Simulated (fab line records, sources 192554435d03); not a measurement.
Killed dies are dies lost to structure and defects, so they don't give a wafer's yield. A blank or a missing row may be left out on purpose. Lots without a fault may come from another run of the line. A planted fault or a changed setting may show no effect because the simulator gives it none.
A struck lot beside a sound one | flow n5_finfet | 16 steps out of a route of 1938
Sound: wafers L173.1, L173.4, L173.5. Struck: wafers L184.1, L184.2, L184.5. The cause comes at the end.
At each step with rows: each side's tool, then ch and its chambers, then its first start. Under that, the readings that differ: sound wafers | struck wafers | difference of the means | sigmas: that difference in standard deviations of wafers without a fault.
alike: readings whose means differ by less than 2 such deviations, and words and numbers that are the same on both sides. not compared: withheld readings, readings that some wafer has no value for, bounds like >300 that may hide the same value, and numbers for which the record gives no deviation and whose values overlap.
The two part at a step that has a row with sigmas, a row that says differs or no value, or rows on one side only. Numbers that don't overlap but have no deviation are shown without sigmas and don't part them. A reading that every wafer of one side lacks parts them only if that side has two wafers or more.

N5_PMOS_HMC_CHANNEL_EPI_OVL_MEAS_10:
  sound on overlay-02 ch 0, day 1 17:25; struck on overlay-02 ch 0, day 4 12:11
  alike: PMOS_HMC_BLK_OVL
N5_PMOS_HMC_CHANNEL_EPI_INSPECT_11: inspects for defects (macro).
  sound on defect_inspect-02, day 1 17:27; struck on defect_inspect-02, day 4 12:12
  alike: raw_defect_count
then, 1 step without rows for these wafers: N5_PMOS_HMC_CHANNEL_EPI_DESCUM_14 (chemistry O2, time 7.9 s).
N5_PMOS_HMC_CHANNEL_EPI_ETCH_32: etches BARC in N2/H2, stops on SiO2, target depth 85.8 nm, time 50.3 s.
  sound on rie_diel-04 ch 1,2,3, day 1 17:31; struck on rie_diel-05 ch 0,2,3, day 4 12:16
  alike: drypump_motor_current_A, oes_product_au, rf_vpp_V, showerhead_plenum_p_Torr, throttle_valve_pct
  not compared: rf_hours_counter_h
N5_PMOS_HMC_CHANNEL_EPI_HM_OPEN_15: chemistry CHF3/O2, target SiO2, target depth 40.6 nm, time 20.3 s.
  sound on rie_diel-04 ch 1,2,3, day 1 17:34; struck on rie_diel-05 ch 0,2,3, day 4 12:19
  alike: drypump_motor_current_A, oes_product_au, rf_vpp_V, showerhead_plenum_p_Torr, throttle_valve_pct
  not compared: rf_hours_counter_h
N5_PMOS_HMC_CHANNEL_EPI_STRIP_33: strips in N2/H2.
  sound on rie_diel-04 ch 1,2,3, day 1 17:37; struck on rie_diel-05 ch 0,2,3, day 4 12:22
  alike: drypump_motor_current_A, oes_product_au, rf_vpp_V, showerhead_plenum_p_Torr, throttle_valve_pct
  not compared: rf_hours_counter_h
then, 1 step without rows for these wafers: N5_PMOS_HMC_CHANNEL_EPI_STRIP_17 (strips in SPM, time 750 s).
N5_PMOS_HMC_CHANNEL_EPI_ETCH_38: etches SiO2 in CF4, target depth 1.5 nm.
  sound on rie_si-01 ch 1,2, day 1 17:55; struck on rie_si-02 ch 1,2,3, day 4 12:42
  reading                     | sound       | struck      | difference | sigmas
  drypump_motor_current_A (A) | 5.3 4.6 4.6 | 5.1 5.9 6.1 | +0.9       | +2
  alike: cf4_flow_sccm, oes_product_au, throttle_valve_pct
  not compared: rf_hours_counter_h
N5_PMOS_HMC_CHANNEL_EPI_FIN_RECESS_16: chemistry HBr/Cl2, target Si, target depth 54 nm, time 18 s.
  sound on rie_si-01 ch 1,2, day 1 17:56; struck on rie_si-02 ch 1,2,3, day 4 12:43
  reading                     | sound       | struck      | difference | sigmas
  drypump_motor_current_A (A) | 5.3 4.6 4.6 | 5.2 6.0 6.1 | +0.9       | +2
  alike: HBr_flow_sccm, oes_product_au, throttle_valve_pct
  not compared: rf_hours_counter_h
then, 3 steps without rows for these wafers: N5_PMOS_HMC_CHANNEL_EPI_PRECLEAN_36 (cleans in O3/DIW, time 45 s); N5_PMOS_HMC_CHANNEL_EPI_PRECLEAN_18 (cleans in DHF, time 30 s); N5_PMOS_HMC_CHANNEL_EPI_SRD_19 (time 30 s).
N5_PMOS_HMC_CHANNEL_EPI_EPI_20: deposits SiGe30, target thk 59 nm.
  sound on epi_rpcvd-01 ch 0, day 1 18:07; struck on epi_rpcvd-02 ch 0, day 4 12:53
  reading                                                 | sound             | struck            | difference | sigmas
  chamber_pressure_Torr (Torr)                            | 20.00 19.99 19.96 | 25.58 25.60 25.58 | +5.60      | +99 or more
  model.SiGe30_of_PMOS_HMC_CHANNEL_EPI_EPI_20.thk_nm (nm) | 59.73 59.38 59.58 | 65.92 65.4 65.65  | +6.09      |
N5_PMOS_HMC_CHANNEL_EPI_HM_STRIP_35: strips SiO2 in dHF, material SiO2, target depth 39.6 nm, time 216 s.
  sound on wet_bench-02 ch 3,4,6, day 1 19:44; struck on wet_bench-02 ch 3,4,6, day 4 14:07
  reading                                                 | sound             | struck            | difference | sigmas
  model.SiGe30_of_PMOS_HMC_CHANNEL_EPI_EPI_20.thk_nm (nm) | 59.68 59.33 59.52 | 65.86 65.34 65.59 | +6.09      |
  alike: bath_heat_duty_pct
then, 1 step without rows for these wafers: N5_PMOS_HMC_CHANNEL_EPI_SRD_39 (time 30 s).
-- the record jumps here: 6 days lie between the struck wafers' starts before and after (it left off in module PMOS_HMC_CHANNEL_EPI and takes up again in module BEOL_M4, whose first step shown is number 1111 of the route) --
N5_BEOL_M4_RC_MEAS_101:
  sound on prober-02 ch 0, day 7 22:27; struck on prober-02 ch 0, day 10 16:24
  reading        | sound          | struck         | difference | sigmas
  DIBL_N (mV/V)  | 36.9 34.8 35.9 | 39.6 38.9 38.9 | +3.3       | +3
  IOFF_P (nA/um) | 0.21 0.17 0.19 | 0.35 0.30 0.29 | +0.12      | +4
  VT_P (mV)      | -249 -254 -251 | -241 -243 -242 | +9         | +3
  alike: DIBL_P, IOFF_N, ION_N, ION_P, SS_N, SS_P, VT_N

WHERE THEY PART
First at N5_PMOS_HMC_CHANNEL_EPI_ETCH_38; last, within this record, at N5_BEOL_M4_RC_MEAS_101.

WHY: what the simulator had put in
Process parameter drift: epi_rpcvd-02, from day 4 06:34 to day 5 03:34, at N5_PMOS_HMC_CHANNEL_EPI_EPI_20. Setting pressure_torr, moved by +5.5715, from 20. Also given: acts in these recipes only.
